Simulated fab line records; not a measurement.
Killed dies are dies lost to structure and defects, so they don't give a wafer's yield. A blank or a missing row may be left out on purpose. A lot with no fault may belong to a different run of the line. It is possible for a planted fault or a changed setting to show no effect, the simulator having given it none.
Struck lot and sound lot, side by side | flow nand_harc | 18 steps out of a route of 1302
Sound: the wafers L219.3, L219.4, L219.5. Struck: wafers L225.3, L225.5, L225.6. Last of all comes the cause.
At each step with rows: each side's tool, then ch and its chambers, then its first start. Under that, the readings that differ: sound wafers | struck wafers | difference of the means | sigmas: that difference in standard deviations of wafers without a fault.
alike: a reading whose means differ by less than 2 such deviations, as well as words and numbers matching on both sides. not compared: withheld readings; readings where some wafer has no value; bounds like >300 that might hide an equal value; numbers whose values overlap and for which the record gives no deviation.
Wherever a step has rows on one side only, a row that says differs or no value, or a row with sigmas, the two part there. When numbers do not overlap yet have no deviation, they are printed without sigmas and do not part them. A reading missing from all wafers of one side parts the sides only when that side holds two or more wafers.

NHARC_P_GATE_ALD_36: deposits SiNx, target thk 20 nm, pulse time 60 s, ald cycles 223.
  sound on ald_sin-02 ch 0,2,3, day 5 12:44; struck on ald_sin-01 ch 0,3, day 7 19:28
  alike: heater_power_w, precursor_pulse_height_rel
NHARC_P_GATE_ETCHBACK_37: etches the open film in CHF3/O2, target depth 34.5 nm, time 17.2 s.
  sound on rie_diel-11 ch 0,1,3; struck on rie_diel-03 ch 0,2,3
  alike: drypump_motor_current_A, oes_product_au, rf_vpp_V, showerhead_plenum_p_Torr, throttle_valve_pct
  not compared: rf_hours_counter_h
NHARC_P_GATE_STRIP_101: strips in O2, time 20 s.
  sound on rie_diel-11 ch 1,3, day 5 20:13; struck on rie_diel-03 ch 0,2,3, day 8 05:10
  alike: drypump_motor_current_A, oes_product_au, rf_vpp_V, showerhead_plenum_p_Torr, throttle_valve_pct
  not compared: rf_hours_counter_h
then, 9 steps without rows for these wafers: NHARC_P_GATE_PRECLEAN_97 (cleans in SPM, time 600 s); NHARC_P_GATE_SRD_98; NHARC_P_GATE_PRECLEAN_99 (cleans in SC1); NHARC_P_GATE_SRD_100; NHARC_P_GATE_DEHYDRATE_38 (time 120 s); NHARC_P_GATE_HMDS_39 (time 30 s); NHARC_P_GATE_COAT_40; NHARC_P_GATE_SOFTBAKE_41 (time 95 s); NHARC_P_GATE_EBR_42.
NHARC_P_GATE_EXPOSE_43: exposes mask P NSD, target cd 720 nm.
  sound on krf_scanner-01 ch 0, day 5 20:52; struck on krf_scanner-03 ch 0, day 8 05:57
  reading | sound                   | struck                     | difference | sigmas
  mask    | P_NSD#0 P_NSD#0 P_NSD#0 | P_HVPW#0 P_HVPW#0 P_HVPW#0 | differs    |
  alike: stage_vel_mm_s
then, 2 steps without rows for these wafers: NHARC_P_GATE_PEB_44 (peb time 85 s); NHARC_P_GATE_DEVELOP_45 (time 70 s).
NHARC_P_GATE_CD_MEAS_46: the cd target is 720 nm.
  sound on cd_sem-02 ch 0, day 5 21:01; struck on cd_sem-02 ch 0, day 8 06:06
  reading    | sound             | struck | difference                    | sigmas
  cd_nm (nm) | 722.1 718.0 721.5 | - - -  | no value on the struck wafers |
then, 1 step without rows for these wafers: NHARC_P_GATE_HARDBAKE_47 (time 80 s).
-- jump in the record: it breaks off in module P_GATE and resumes in module END (first step shown: number 1302 of the route), and 18 days separate the struck wafers' starts before and after --
NHARC_END_SORT_01:
  only the struck wafers appear in the record here, on prober-01 ch 0 at day 26 08:50; the sound ones have no rows

## WHERE THEY PART
Earliest at NHARC_P_GATE_EXPOSE_43; latest, in this record, at NHARC_END_SORT_01.

WHY: what had been put in by the simulator
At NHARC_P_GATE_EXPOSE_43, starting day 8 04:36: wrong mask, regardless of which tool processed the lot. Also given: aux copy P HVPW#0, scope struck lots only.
